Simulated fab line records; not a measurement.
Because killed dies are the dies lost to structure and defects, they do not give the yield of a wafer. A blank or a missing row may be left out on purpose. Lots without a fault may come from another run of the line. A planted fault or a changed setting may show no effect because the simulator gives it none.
fab line records / flow n5-finfet / part 2 of 2: steps 21 to 26 of 26
record lots=5 wafers=15 last-day=17
route steps=1938 shown DUMMY_GATE@225
lots that met no fault: from a run of the same line without faults
start-h: hours from the record's opening day to when the first of the lot's shown wafers began / wait-h: hours elapsed since this lot's preceding step / " identical to the entry in the row above / L1.1+2: one row covering several wafers at once / - no value, or no start was given / * or withheld: withheld / < > ~ a bound
route shown NAME@n: a module of which the file shows steps, and the number in the route of the first / usual: average and standard deviation across the fault-free wafers / same: alike in all rows / chamber/n: place in a boat / sites: the reading at each site / _std_site: the standard deviation of these / _edge_site: the outer-site mean with the inner-site mean subtracted / radius-mm: for every site, how far away it sits from the centre of the wafer / mask NAME#n: copy n / behind: the tool/chamber that last shaped the wafer / hold: why the lot went on hold/how many hours it stayed there/how the hold came to an end / device: the n, p or np transistor that did not switch / end of line: tests run on the same wafers once the route is complete / step lacking rows: just its recipe / killed: not the wafer's yield, but the dies lost to structure and defects at the first sort / map: per-die view of a wafer (x killed, . not killed, _ where there is no die)
set.NAME: the setting as run; set.NAME@STEP: as run at that earlier step / model.NAME: the simulator's own value behind a step, which no gauge read
lots at some steps of the route; a table a step, a row a wafer
services: a tool's chamber out of use, with start hour (start-h, from the record's first day; less than 0 if before it), hours out, and reason
## steps
# step N5_DUMMY_GATE_HM_OPEN_21
# recipe chemistry=CH3F/O2 target=SiNx target-depth-a=1200 Ar_flow_sccm=150 CH3F_flow_sccm=30 O2_flow_sccm=23 time-s=171.4 pressure-mtorr=30 source-w=395 bias-w=73 ion-energy-ev=120.7
# usual drypump-motor-current-A=5.6/0.46 oes-product-au=0.76/0.091 rf-vpp-V=301/8 showerhead-plenum-p-Torr=2.03/0.073 throttle-valve-pct=16.53/0.28
lot.wafer=L077.1 tool=rie-diel-02 chamber=1 start-h=71.97 wait-h=0.0 drypump-motor-current-A=5.9 oes-product-au=0.74 rf-hours-counter-h=147 rf-vpp-V=296 showerhead-plenum-p-Torr=2.11 throttle-valve-pct=16.64
lot.wafer=L077.5 tool=rie-diel-02 chamber=2 start-h=71.97 wait-h=0.0 drypump-motor-current-A=5.7 oes-product-au=0.72 rf-hours-counter-h=- rf-vpp-V=293 showerhead-plenum-p-Torr=2.01 throttle-valve-pct=16.89
lot.wafer=L077.6 tool=rie-diel-02 chamber=0 start-h=71.97 wait-h=0.0 drypump-motor-current-A=6.0 oes-product-au=0.75 rf-hours-counter-h=- rf-vpp-V=306 showerhead-plenum-p-Torr=2.02 throttle-valve-pct=16.55
lot.wafer=L079.1 tool=rie-diel-04 chamber=1 start-h=80.15 wait-h=0.0 drypump-motor-current-A=6.2 oes-product-au=0.71 rf-hours-counter-h=198 rf-vpp-V=307 showerhead-plenum-p-Torr=1.95 throttle-valve-pct=16.75
lot.wafer=L079.2 tool=rie-diel-04 chamber=0 start-h=80.15 wait-h=0.0 drypump-motor-current-A=5.2 oes-product-au=0.67 rf-hours-counter-h=234 rf-vpp-V=312 showerhead-plenum-p-Torr=1.91 throttle-valve-pct=16.26
lot.wafer=L079.5 tool=rie-diel-04 chamber=1 start-h=80.15 wait-h=0.0 drypump-motor-current-A=6.2 oes-product-au=0.71 rf-hours-counter-h=- rf-vpp-V=307 showerhead-plenum-p-Torr=1.95 throttle-valve-pct=16.77
lot.wafer=L084.2 tool=rie-diel-04 chamber=2 start-h=118.12 wait-h=0.0 drypump-motor-current-A=4.9 oes-product-au=0.84 rf-hours-counter-h=66 rf-vpp-V=284 showerhead-plenum-p-Torr=2.05 throttle-valve-pct=16.35
lot.wafer=L084.4 tool=rie-diel-04 chamber=1 start-h=118.12 wait-h=0.0 drypump-motor-current-A=6.2 oes-product-au=0.70 rf-hours-counter-h=212 rf-vpp-V=307 showerhead-plenum-p-Torr=1.94 throttle-valve-pct=16.79
lot.wafer=L084.5 tool=rie-diel-04 chamber=1 start-h=118.12 wait-h=0.0 drypump-motor-current-A=6.2 oes-product-au=0.71 rf-hours-counter-h=- rf-vpp-V=306 showerhead-plenum-p-Torr=1.94 throttle-valve-pct=16.78
lot.wafer=L092.2 tool=rie-diel-02 chamber=0 start-h=153.71 wait-h=0.0 drypump-motor-current-A=6.0 oes-product-au=0.73 rf-hours-counter-h=179 rf-vpp-V=306 showerhead-plenum-p-Torr=2.01 throttle-valve-pct=16.60
lot.wafer=L092.3 tool=rie-diel-02 chamber=1 start-h=153.71 wait-h=0.0 drypump-motor-current-A=5.8 oes-product-au=0.72 rf-hours-counter-h=173 rf-vpp-V=295 showerhead-plenum-p-Torr=2.10 throttle-valve-pct=16.69
lot.wafer=L092.6 tool=rie-diel-02 chamber=0 start-h=153.71 wait-h=0.0 drypump-motor-current-A=6.0 oes-product-au=0.73 rf-hours-counter-h=- rf-vpp-V=307 showerhead-plenum-p-Torr=2.01 throttle-valve-pct=16.59
lot.wafer=L093.2 tool=rie-diel-02 chamber=2 start-h=162.34 wait-h=0.0 drypump-motor-current-A=5.6 oes-product-au=0.69 rf-hours-counter-h=239 rf-vpp-V=293 showerhead-plenum-p-Torr=2.00 throttle-valve-pct=16.93
lot.wafer=L093.3 tool=rie-diel-02 chamber=1 start-h=162.34 wait-h=0.0 drypump-motor-current-A=5.8 oes-product-au=0.72 rf-hours-counter-h=175 rf-vpp-V=298 showerhead-plenum-p-Torr=2.10 throttle-valve-pct=16.69
lot.wafer=L093.6 tool=rie-diel-02 chamber=1 start-h=162.34 wait-h=0.0 drypump-motor-current-A=5.9 oes-product-au=0.72 rf-hours-counter-h=- rf-vpp-V=299 showerhead-plenum-p-Torr=2.10 throttle-valve-pct=16.69
# step N5_DUMMY_GATE_ETCH_32
# recipe chemistry=CF4 target=SiO2 target-depth-a=35 time-s=3.9 ion-energy-ev=350 pressure-mtorr=10 icp-w=800 bias-w=400 cf4-flow-sccm=80
# usual drypump-motor-current-A=5.5/0.52 oes-product-au=0.997/0.023 throttle-valve-pct=21.72/0.22
lot.wafer=L077.1 tool=rie-si-02 chamber=0 start-h=72.13 wait-h=0.1 drypump-motor-current-A=5.8 oes-product-au=0.973 rf-hours-counter-h=170 throttle-valve-pct=21.45
lot.wafer=L077.5 tool=rie-si-02 chamber=1 start-h=72.13 wait-h=0.1 drypump-motor-current-A=5.7 oes-product-au=1.055 rf-hours-counter-h=- throttle-valve-pct=21.80
lot.wafer=L077.6 tool=rie-si-02 chamber=0 start-h=72.13 wait-h=0.1 drypump-motor-current-A=5.8 oes-product-au=0.975 rf-hours-counter-h=- throttle-valve-pct=21.45
lot.wafer=L079.1 tool=rie-si-06 chamber=2 start-h=80.38 wait-h=0.2 drypump-motor-current-A=4.8 oes-product-au=0.968 rf-hours-counter-h=142 throttle-valve-pct=21.64
lot.wafer=L079.2 tool=rie-si-06 chamber=1 start-h=80.38 wait-h=0.2 drypump-motor-current-A=5.7 oes-product-au=0.987 rf-hours-counter-h=107 throttle-valve-pct=22.01
lot.wafer=L079.5 tool=rie-si-06 chamber=3 start-h=80.38 wait-h=0.2 drypump-motor-current-A=5.2 oes-product-au=0.997 rf-hours-counter-h=- throttle-valve-pct=21.61
lot.wafer=L084.2 tool=rie-si-06 chamber=1 start-h=118.28 wait-h=0.1 drypump-motor-current-A=5.7 oes-product-au=0.995 rf-hours-counter-h=107 throttle-valve-pct=22.02
lot.wafer=L084.4 tool=rie-si-06 chamber=1 start-h=118.28 wait-h=0.1 drypump-motor-current-A=5.7 oes-product-au=1.000 rf-hours-counter-h=- throttle-valve-pct=22.02
lot.wafer=L084.5 tool=rie-si-06 chamber=2 start-h=118.28 wait-h=0.1 drypump-motor-current-A=4.8 oes-product-au=0.973 rf-hours-counter-h=- throttle-valve-pct=21.65
lot.wafer=L092.2 tool=rie-si-02 chamber=2 start-h=153.87 wait-h=0.1 drypump-motor-current-A=6.4 oes-product-au=1.013 rf-hours-counter-h=141 throttle-valve-pct=21.60
lot.wafer=L092.3 tool=rie-si-02 chamber=3 start-h=153.87 wait-h=0.1 drypump-motor-current-A=5.4 oes-product-au=1.021 rf-hours-counter-h=128 throttle-valve-pct=21.89
lot.wafer=L092.6 tool=rie-si-02 chamber=1 start-h=153.87 wait-h=0.1 drypump-motor-current-A=5.6 oes-product-au=1.052 rf-hours-counter-h=- throttle-valve-pct=21.78
lot.wafer=L093.2 tool=rie-si-06 chamber=0 start-h=162.50 wait-h=0.1 drypump-motor-current-A=6.3 oes-product-au=0.988 rf-hours-counter-h=0 throttle-valve-pct=22.14
lot.wafer=L093.3 tool=rie-si-06 chamber=1 start-h=162.50 wait-h=0.1 drypump-motor-current-A=5.7 oes-product-au=0.969 rf-hours-counter-h=109 throttle-valve-pct=22.02
lot.wafer=L093.6 tool=rie-si-06 chamber=2 start-h=162.50 wait-h=0.1 drypump-motor-current-A=4.8 oes-product-au=0.981 rf-hours-counter-h=- throttle-valve-pct=21.65
# step N5_DUMMY_GATE_ETCH_23
# recipe chemistry=HBr/Cl2/O2 HBr_flow_sccm=150 Cl2_flow_sccm=80 O2_flow_sccm=12 bias-w=102 target-depth-a=410 time-s=22.3 target=poly-Si mask-material=SiO2 pressure-mtorr=10 icp-w=800
# usual drypump-motor-current-A=5.5/0.52 oes-product-au=0.996/0.021 throttle-valve-pct=37.0/0.34
lot.wafer=L077.1 tool=rie-si-02 chamber=0 start-h=72.17 wait-h=0.0 drypump-motor-current-A=5.8 oes-product-au=0.977 rf-hours-counter-h=170 throttle-valve-pct=36.8
lot.wafer=L077.5 tool=rie-si-02 chamber=1 start-h=72.17 wait-h=0.0 drypump-motor-current-A=5.7 oes-product-au=1.058 rf-hours-counter-h=- throttle-valve-pct=37.2
lot.wafer=L077.6 tool=rie-si-02 chamber=0 start-h=72.17 wait-h=0.0 drypump-motor-current-A=5.8 oes-product-au=0.973 rf-hours-counter-h=- throttle-valve-pct=36.8
lot.wafer=L079.1 tool=rie-si-06 chamber=2 start-h=80.42 wait-h=0.0 drypump-motor-current-A=4.8 oes-product-au=0.964 rf-hours-counter-h=142 throttle-valve-pct=37.2
lot.wafer=L079.2 tool=rie-si-06 chamber=1 start-h=80.42 wait-h=0.0 drypump-motor-current-A=5.7 oes-product-au=0.991 rf-hours-counter-h=107 throttle-valve-pct=37.4
lot.wafer=L079.5 tool=rie-si-06 chamber=3 start-h=80.42 wait-h=0.0 drypump-motor-current-A=5.3 oes-product-au=0.994 rf-hours-counter-h=- throttle-valve-pct=36.5
lot.wafer=L084.2 tool=rie-si-06 chamber=1 start-h=118.31 wait-h=0.0 drypump-motor-current-A=5.7 oes-product-au=0.985 rf-hours-counter-h=107 throttle-valve-pct=37.4
lot.wafer=L084.4 tool=rie-si-06 chamber=1 start-h=118.31 wait-h=0.0 drypump-motor-current-A=5.7 oes-product-au=0.990 rf-hours-counter-h=- throttle-valve-pct=37.4
lot.wafer=L084.5 tool=rie-si-06 chamber=2 start-h=118.31 wait-h=0.0 drypump-motor-current-A=4.8 oes-product-au=0.981 rf-hours-counter-h=- throttle-valve-pct=37.1
lot.wafer=L092.2 tool=rie-si-02 chamber=2 start-h=153.90 wait-h=0.0 drypump-motor-current-A=6.4 oes-product-au=0.997 rf-hours-counter-h=141 throttle-valve-pct=36.5
lot.wafer=L092.3 tool=rie-si-02 chamber=3 start-h=153.90 wait-h=0.0 drypump-motor-current-A=5.5 oes-product-au=1.013 rf-hours-counter-h=128 throttle-valve-pct=37.5
lot.wafer=L092.6 tool=rie-si-02 chamber=1 start-h=153.90 wait-h=0.0 drypump-motor-current-A=5.6 oes-product-au=1.057 rf-hours-counter-h=- throttle-valve-pct=37.2
lot.wafer=L093.2 tool=rie-si-06 chamber=0 start-h=162.53 wait-h=0.0 drypump-motor-current-A=6.3 oes-product-au=0.975 rf-hours-counter-h=0 throttle-valve-pct=37.3
lot.wafer=L093.3 tool=rie-si-06 chamber=1 start-h=162.53 wait-h=0.0 drypump-motor-current-A=5.7 oes-product-au=0.986 rf-hours-counter-h=109 throttle-valve-pct=37.4
lot.wafer=L093.6 tool=rie-si-06 chamber=2 start-h=162.53 wait-h=0.0 drypump-motor-current-A=4.8 oes-product-au=0.983 rf-hours-counter-h=- throttle-valve-pct=37.1
# step N5_DUMMY_GATE_ETCH_44
# recipe chemistry=HBr/O2 over-etch-frac=0.7 target-depth-a=1275 stop-on=SiO2 ion-energy-ev=60 bias-w=20 target=poly-Si mask-material=SiO2 pressure-mtorr=20 icp-w=400 HBr_flow_sccm=120 O2_flow_sccm=10
# usual drypump-motor-current-A=5.5/0.52 oes-product-au=0.726/0.015 throttle-valve-pct=18.42/0.18
lot.wafer=L077.1 tool=rie-si-02 chamber=0 start-h=72.22 wait-h=0.0 drypump-motor-current-A=5.8 oes-product-au=0.714 rf-hours-counter-h=170 throttle-valve-pct=18.25
lot.wafer=L077.5 tool=rie-si-02 chamber=1 start-h=72.22 wait-h=0.0 drypump-motor-current-A=5.6 oes-product-au=0.758 rf-hours-counter-h=- throttle-valve-pct=18.53
lot.wafer=L077.6 tool=rie-si-02 chamber=0 start-h=72.22 wait-h=0.0 drypump-motor-current-A=5.8 oes-product-au=0.721 rf-hours-counter-h=- throttle-valve-pct=18.26
lot.wafer=L079.1 tool=rie-si-06 chamber=2 start-h=80.47 wait-h=0.0 drypump-motor-current-A=4.8 oes-product-au=0.727 rf-hours-counter-h=142 throttle-valve-pct=18.25
lot.wafer=L079.2 tool=rie-si-06 chamber=1 start-h=80.47 wait-h=0.0 drypump-motor-current-A=5.7 oes-product-au=0.697 rf-hours-counter-h=107 throttle-valve-pct=18.64
lot.wafer=L079.5 tool=rie-si-06 chamber=3 start-h=80.47 wait-h=0.0 drypump-motor-current-A=5.3 oes-product-au=0.715 rf-hours-counter-h=- throttle-valve-pct=18.28
lot.wafer=L084.2 tool=rie-si-06 chamber=1 start-h=118.37 wait-h=0.0 drypump-motor-current-A=5.7 oes-product-au=0.709 rf-hours-counter-h=107 throttle-valve-pct=18.65
lot.wafer=L084.4 tool=rie-si-06 chamber=1 start-h=118.37 wait-h=0.0 drypump-motor-current-A=5.7 oes-product-au=0.707 rf-hours-counter-h=- throttle-valve-pct=18.62
lot.wafer=L084.5 tool=rie-si-06 chamber=2 start-h=118.37 wait-h=0.0 drypump-motor-current-A=4.7 oes-product-au=0.732 rf-hours-counter-h=- throttle-valve-pct=18.26
lot.wafer=L092.2 tool=rie-si-02 chamber=2 start-h=153.96 wait-h=0.0 drypump-motor-current-A=6.4 oes-product-au=0.721 rf-hours-counter-h=141 throttle-valve-pct=18.34
lot.wafer=L092.3 tool=rie-si-02 chamber=3 start-h=153.96 wait-h=0.0 drypump-motor-current-A=5.5 oes-product-au=0.725 rf-hours-counter-h=128 throttle-valve-pct=18.66
lot.wafer=L092.6 tool=rie-si-02 chamber=1 start-h=153.96 wait-h=0.0 drypump-motor-current-A=5.6 oes-product-au=0.738 rf-hours-counter-h=- throttle-valve-pct=18.53
lot.wafer=L093.2 tool=rie-si-06 chamber=0 start-h=162.59 wait-h=0.0 drypump-motor-current-A=6.3 oes-product-au=0.725 rf-hours-counter-h=0 throttle-valve-pct=18.64
lot.wafer=L093.3 tool=rie-si-06 chamber=1 start-h=162.59 wait-h=0.0 drypump-motor-current-A=5.7 oes-product-au=0.714 rf-hours-counter-h=109 throttle-valve-pct=18.61
lot.wafer=L093.6 tool=rie-si-06 chamber=2 start-h=162.59 wait-h=0.0 drypump-motor-current-A=4.8 oes-product-au=0.723 rf-hours-counter-h=- throttle-valve-pct=18.27
# step N5_DUMMY_GATE_CD_MEAS_24
# recipe target-cd-nm=15
# usual cd-nm=15.0/0.56
lot.wafer=L077.1 tool=cd-sem-02 chamber=- start-h=72.33 wait-h=0.1 cd-nm=14.3
lot.wafer=L077.5 tool=cd-sem-02 chamber=- start-h=72.33 wait-h=0.1 cd-nm=14.9
lot.wafer=L077.6 tool=cd-sem-02 chamber=- start-h=72.33 wait-h=0.1 cd-nm=14.6
lot.wafer=L079.1 tool=cd-sem-01 chamber=- start-h=80.58 wait-h=0.1 cd-nm=15.0
lot.wafer=L079.2 tool=cd-sem-01 chamber=- start-h=80.58 wait-h=0.1 cd-nm=15.3
lot.wafer=L079.5 tool=cd-sem-01 chamber=- start-h=80.58 wait-h=0.1 cd-nm=14.8
lot.wafer=L084.2 tool=cd-sem-02 chamber=- start-h=118.48 wait-h=0.1 cd-nm=15.5
lot.wafer=L084.4 tool=cd-sem-02 chamber=- start-h=118.48 wait-h=0.1 cd-nm=15.2
lot.wafer=L084.5 tool=cd-sem-02 chamber=- start-h=118.48 wait-h=0.1 cd-nm=15.0
lot.wafer=L092.2 tool=cd-sem-01 chamber=- start-h=154.07 wait-h=0.1 cd-nm=14.9
lot.wafer=L092.3 tool=cd-sem-01 chamber=- start-h=154.07 wait-h=0.1 cd-nm=16.0
lot.wafer=L092.6 tool=cd-sem-01 chamber=- start-h=154.07 wait-h=0.1 cd-nm=15.2
lot.wafer=L093.2 tool=cd-sem-03 chamber=- start-h=162.70 wait-h=0.1 cd-nm=15.3
lot.wafer=L093.3 tool=cd-sem-03 chamber=- start-h=162.70 wait-h=0.1 cd-nm=14.9
lot.wafer=L093.6 tool=cd-sem-03 chamber=- start-h=162.70 wait-h=0.1 cd-nm=15.3
# step N5_DUMMY_GATE_ETCH_42
# recipe chemistry=CHF3/O2 target=SiO2 target-depth-a=35 time-s=31 ion-energy-ev=30 bias-w=12 pressure-mtorr=30 source-w=600 Ar_flow_sccm=200 CHF3_flow_sccm=50 O2_flow_sccm=5
# usual drypump-motor-current-A=5.6/0.45 oes-product-au=0.76/0.091 rf-vpp-V=42.4/1.1 showerhead-plenum-p-Torr=2.43/0.077 throttle-valve-pct=18.86/0.28
lot.wafer=L077.1 tool=rie-diel-02 chamber=0 start-h=72.45 wait-h=0.1 drypump-motor-current-A=6.0 oes-product-au=0.76 rf-hours-counter-h=157 rf-vpp-V=42.9 showerhead-plenum-p-Torr=2.41 throttle-valve-pct=18.89
lot.wafer=L077.5 tool=rie-diel-02 chamber=0 start-h=72.45 wait-h=0.1 drypump-motor-current-A=6.1 oes-product-au=0.75 rf-hours-counter-h=- rf-vpp-V=41.4 showerhead-plenum-p-Torr=2.41 throttle-valve-pct=18.90
lot.wafer=L077.6 tool=rie-diel-02 chamber=1 start-h=72.45 wait-h=0.1 drypump-motor-current-A=5.8 oes-product-au=0.74 rf-hours-counter-h=- rf-vpp-V=44.1 showerhead-plenum-p-Torr=2.51 throttle-valve-pct=18.97
lot.wafer=L079.1 tool=rie-diel-02 chamber=3 start-h=80.97 wait-h=0.4 drypump-motor-current-A=5.4 oes-product-au=0.97 rf-hours-counter-h=2 rf-vpp-V=42.3 showerhead-plenum-p-Torr=2.55 throttle-valve-pct=18.46
lot.wafer=L079.2 tool=rie-diel-02 chamber=1 start-h=80.97 wait-h=0.4 drypump-motor-current-A=5.9 oes-product-au=0.74 rf-hours-counter-h=151 rf-vpp-V=41.6 showerhead-plenum-p-Torr=2.51 throttle-valve-pct=18.99
lot.wafer=L079.5 tool=rie-diel-02 chamber=0 start-h=80.97 wait-h=0.4 drypump-motor-current-A=6.0 oes-product-au=0.75 rf-hours-counter-h=- rf-vpp-V=42.3 showerhead-plenum-p-Torr=2.41 throttle-valve-pct=18.93
lot.wafer=L084.2 tool=rie-diel-05 chamber=3 start-h=118.60 wait-h=0.1 drypump-motor-current-A=5.3 oes-product-au=0.71 rf-hours-counter-h=216 rf-vpp-V=42.7 showerhead-plenum-p-Torr=2.35 throttle-valve-pct=18.97
lot.wafer=L084.4 tool=rie-diel-05 chamber=0 start-h=118.60 wait-h=0.1 drypump-motor-current-A=6.4 oes-product-au=0.71 rf-hours-counter-h=- rf-vpp-V=45.3 showerhead-plenum-p-Torr=2.52 throttle-valve-pct=19.20
lot.wafer=L084.5 tool=rie-diel-05 chamber=3 start-h=118.60 wait-h=0.1 drypump-motor-current-A=5.3 oes-product-au=0.71 rf-hours-counter-h=- rf-vpp-V=41.5 showerhead-plenum-p-Torr=2.35 throttle-valve-pct=18.95
lot.wafer=L092.2 tool=rie-diel-05 chamber=1 start-h=154.15 wait-h=0.1 drypump-motor-current-A=5.5 oes-product-au=0.69 rf-hours-counter-h=205 rf-vpp-V=40.1 showerhead-plenum-p-Torr=2.36 throttle-valve-pct=18.69
lot.wafer=L092.3 tool=rie-diel-05 chamber=2 start-h=154.15 wait-h=0.1 drypump-motor-current-A=5.8 oes-product-au=0.96 rf-hours-counter-h=10 rf-vpp-V=41.4 showerhead-plenum-p-Torr=2.35 throttle-valve-pct=18.41
lot.wafer=L092.6 tool=rie-diel-05 chamber=3 start-h=154.15 wait-h=0.1 drypump-motor-current-A=5.3 oes-product-au=0.70 rf-hours-counter-h=- rf-vpp-V=41.7 showerhead-plenum-p-Torr=2.35 throttle-valve-pct=18.96
lot.wafer=L093.2 tool=rie-diel-02 chamber=2 start-h=162.87 wait-h=0.2 drypump-motor-current-A=5.7 oes-product-au=0.69 rf-hours-counter-h=239 rf-vpp-V=41.7 showerhead-plenum-p-Torr=2.39 throttle-valve-pct=19.26
lot.wafer=L093.3 tool=rie-diel-02 chamber=0 start-h=162.87 wait-h=0.2 drypump-motor-current-A=6.1 oes-product-au=0.73 rf-hours-counter-h=182 rf-vpp-V=43.1 showerhead-plenum-p-Torr=2.40 throttle-valve-pct=18.95
lot.wafer=L093.6 tool=rie-diel-02 chamber=1 start-h=162.87 wait-h=0.2 drypump-motor-current-A=5.8 oes-product-au=0.72 rf-hours-counter-h=- rf-vpp-V=41.9 showerhead-plenum-p-Torr=2.50 throttle-valve-pct=19.02
## services
tool=rie-diel-02 chamber=3 start-h=54.77 hours=- kind=clean
tool=rie-diel-02 chamber=3 start-h=54.77 hours=- kind=consumable-replace:focus-ring
tool=rie-diel-02 chamber=3 start-h=54.77 hours=- kind=consumable-replace:showerhead
tool=rie-diel-02 chamber=3 start-h=54.77 hours=21.4 kind=scheduled-down
tool=rie-diel-04 chamber=0 start-h=61.47 hours=8.6 kind=repair
tool=rie-si-03 chamber=0 start-h=64.21 hours=1.9 kind=repair
tool=rie-diel-05 chamber=1 start-h=68.25 hours=16.4 kind=repair
tool=rie-diel-05 chamber=- start-h=69.73 hours=15.6 kind=pm
tool=euv-scanner-01 chamber=- start-h=73.61 hours=1.0 kind=pm
tool=euv-scanner-02 chamber=- start-h=75.37 hours=1.0 kind=pm
tool=euv-scanner-02 chamber=- start-h=76.90 hours=0.2 kind=repair
tool=rie-si-02 chamber=1 start-h=78.99 hours=3.9 kind=repair
tool=rie-diel-04 chamber=2 start-h=79.75 hours=5.4 kind=repair
tool=euv-scanner-01 chamber=- start-h=79.83 hours=4.6 kind=pm
tool=rie-si-02 chamber=- start-h=86.93 hours=4.3 kind=pm
tool=euv-scanner-02 chamber=- start-h=93.02 hours=2.0 kind=repair
tool=euv-scanner-01 chamber=- start-h=93.14 hours=0.2 kind=repair
tool=rie-si-06 chamber=2 start-h=95.21 hours=10.7 kind=repair
tool=euv-scanner-02 chamber=- start-h=104.74 hours=0.6 kind=repair
tool=euv-scanner-01 chamber=- start-h=129.76 hours=1.0 kind=pm
tool=euv-scanner-02 chamber=- start-h=131.52 hours=1.0 kind=pm
tool=rie-diel-02 chamber=0 start-h=137.14 hours=1.7 kind=repair
tool=rie-diel-05 chamber=0 start-h=139.20 hours=12.1 kind=repair
tool=euv-scanner-02 chamber=- start-h=143.75 hours=4.6 kind=pm
